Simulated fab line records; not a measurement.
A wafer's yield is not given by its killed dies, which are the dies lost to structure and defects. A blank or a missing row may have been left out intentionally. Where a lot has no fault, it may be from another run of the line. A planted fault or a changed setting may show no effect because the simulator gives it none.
A lot that was struck, set against a sound lot :: flow nand-harc :: 15 out of 1302 route steps
Sound: the wafers L299.1, L299.2, L299.5. Struck: wafers L294.1, L294.5 (left out: L294.2, a lot-mate that was not struck); the cause follows at the end.
For every step that has rows: the tool of each side, followed by ch and its chambers, followed by its first start. Under that, the readings that differ: sound wafers :: struck wafers :: difference of the means :: sigmas: that difference in standard deviations of wafers without a fault.
alike: words and numbers the same on both sides, and readings whose means are apart by under 2 such deviations; not compared: readings that were withheld, readings missing a value for some wafer, numbers with overlapping values and no deviation given by the record, and bounds like >300 which may hide the same value.
The two part at a step that has a row with sigmas, a row that says differs or no value, or rows on one side only. Non-overlapping numbers with no deviation appear without sigmas and do not part them. A reading missing from all wafers of one side parts the sides only when that side holds two or more wafers.

NHARC_A_DECK1_JOINT_ETCHBACK_00: etches the open film in HBr, target depth 30 nm, time 17.4 s.
  sound on rie-si-05 ch 1,2, day 17 23:43; struck on rie-si-05 ch 1,3, day 16 11:03
  alike: drypump-motor-current-A, oes-product-au, throttle-valve-pct
  not compared: rf-hours-counter-h
then, 8 steps without rows for these wafers: NHARC_A_DECK1_JOINT_PRECLEAN_30 (cleans in SC1); NHARC_A_DECK1_JOINT_SRD_31; NHARC_A_DECK1_JOINT_CVD_34 (deposits SiNx, target thk 20 nm); NHARC_A_DECK1_JOINT_DEP_06 (deposits SiOx, target thk 80 nm); NHARC_A_DECK1_JOINT_CURE_26 (time 32 s); NHARC_A_DECK1_JOINT_ANNEAL_27 (time 3600 s); NHARC_A_DECK1_JOINT_ANNEAL_28 (time 1800 s); NHARC_A_DECK1_JOINT_ANNEAL_29 (time 1800 s).
NHARC_A_DECK1_JOINT_CMP_02: polishes SiOx.
  sound on cmp-02 ch 2,3, day 19 01:31; struck on cmp-02 ch 2,3, day 17 09:17
  alike: motor-current-A
  not compared: pad-life-wafers
next, for these wafers, 1 step has no rows: NHARC_A_DECK1_JOINT_SRD_15.
NHARC_A_DECK1_JOINT_DEP_16: deposits SiO2, target thk 45 nm.
  sound on pecvd-04 ch 0,1, day 19 01:56; struck on pecvd-03 ch 0, day 17 09:40
reading: mfc-precursor-sccm (sccm)
sound: 161.5 162.0 161.4
struck: 240.2 240.2
difference: +78.6
sigmas: +99 or more
  alike: heater-power-w, throttle-valve-pct
NHARC_A_DECK1_JOINT_THK_MEAS_17: measures by ellipsometry.
  sound on film-metro-01 at day 19 02:11; struck on film-metro-02 at day 17 09:55
reading: thk-nm (nm)
sound: 44.8 44.7 47.0
struck: 67.4 67.5
difference: +22.0
sigmas: +20
NHARC_A_DECK1_JOINT_INSPECT_05:
  sound on defect-inspect-02 at day 19 02:13; struck on defect-inspect-01 at day 17 09:57
reading: raw-defect-count
sound: 229 417 176
struck: 578 439
difference: +234
sigmas: +2
NHARC_END_SORT_01:
  the record has rows for the sound wafers here (prober-02 ch 0, day 31 10:31) and none for the struck ones

WHERE THEY PART
At NHARC_A_DECK1_JOINT_DEP_16 first; at NHARC_END_SORT_01 last (within this record only).

WHY: what the simulator had put in
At NHARC_A_DECK1_JOINT_DEP_16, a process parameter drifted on pecvd-03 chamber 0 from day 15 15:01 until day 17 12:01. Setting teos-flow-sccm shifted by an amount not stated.
